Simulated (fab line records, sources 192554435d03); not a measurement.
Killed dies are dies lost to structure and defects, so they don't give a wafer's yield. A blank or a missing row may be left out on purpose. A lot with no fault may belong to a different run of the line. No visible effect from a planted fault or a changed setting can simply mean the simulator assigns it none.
Chamber matching :: flow n5-finfet :: N5_BEOL_M3_ETCH_77 on rie-diel-04 has 4 sister chambers
The step etches underlayer in N2/H2, target depth 6.5 nm, time 5.2 s. 4 wafers are shown with their chamber, then 7 later ones without.

## WAFERS WITH THEIR CHAMBER
wafer: L077.4
chamber: 0
showerhead-plenum-p-Torr (Torr): 2.66

wafer: L086.1
chamber: 1
showerhead-plenum-p-Torr (Torr): 2.64

wafer: L086.6
chamber: 3
showerhead-plenum-p-Torr (Torr): 2.39

wafer: L092.4
chamber: 2
showerhead-plenum-p-Torr (Torr): 2.61

## WAFERS WHOSE CHAMBER IS MISSING
wafer: L092.6
showerhead-plenum-p-Torr (Torr): 2.64

wafer: L093.1
showerhead-plenum-p-Torr (Torr): 2.61

wafer: L093.2
showerhead-plenum-p-Torr (Torr): 2.65

wafer: L093.6
showerhead-plenum-p-Torr (Torr): 2.65

wafer: L094.3
showerhead-plenum-p-Torr (Torr): 2.61

wafer: L094.4
showerhead-plenum-p-Torr (Torr): 2.65

wafer: L094.6
showerhead-plenum-p-Torr (Torr): 2.65

## WHICH CHAMBER EACH ONE RAN IN
wafer: L092.6
from the rows above: 1
in truth: 1

wafer: L093.1
from the rows above: 2
in truth: 2

wafer: L093.2
from the rows above: can't be placed: 1 or 0
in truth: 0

wafer: L093.6
from the rows above: can't be placed: 1 or 0
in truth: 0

wafer: L094.3
from the rows above: 2
in truth: 2

wafer: L094.4
from the rows above: can't be placed: 1 or 0
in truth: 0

wafer: L094.6
from the rows above: can't be placed: 1 or 0
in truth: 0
Correctly placed: 3 of 7. Unplaceable from these rows: 4, with the true chamber sitting among the candidates in 4. 0 placed wrongly.
How it was worked out, from the rows above alone: a wafer's distance from a chamber is the root of the sum, over the readings, of the square of ((its reading less the chamber's mean) divided by the reading's scatter). If the next closest chamber is less than 2 further off than the closest, the wafer can't be placed; otherwise it belongs to the closest. The mean given for a chamber averages the wafers shown for that chamber. The scatter (one wafer shown for each chamber): square how far every hidden wafer sits from the nearest shown wafer, average those squares and take the square root.
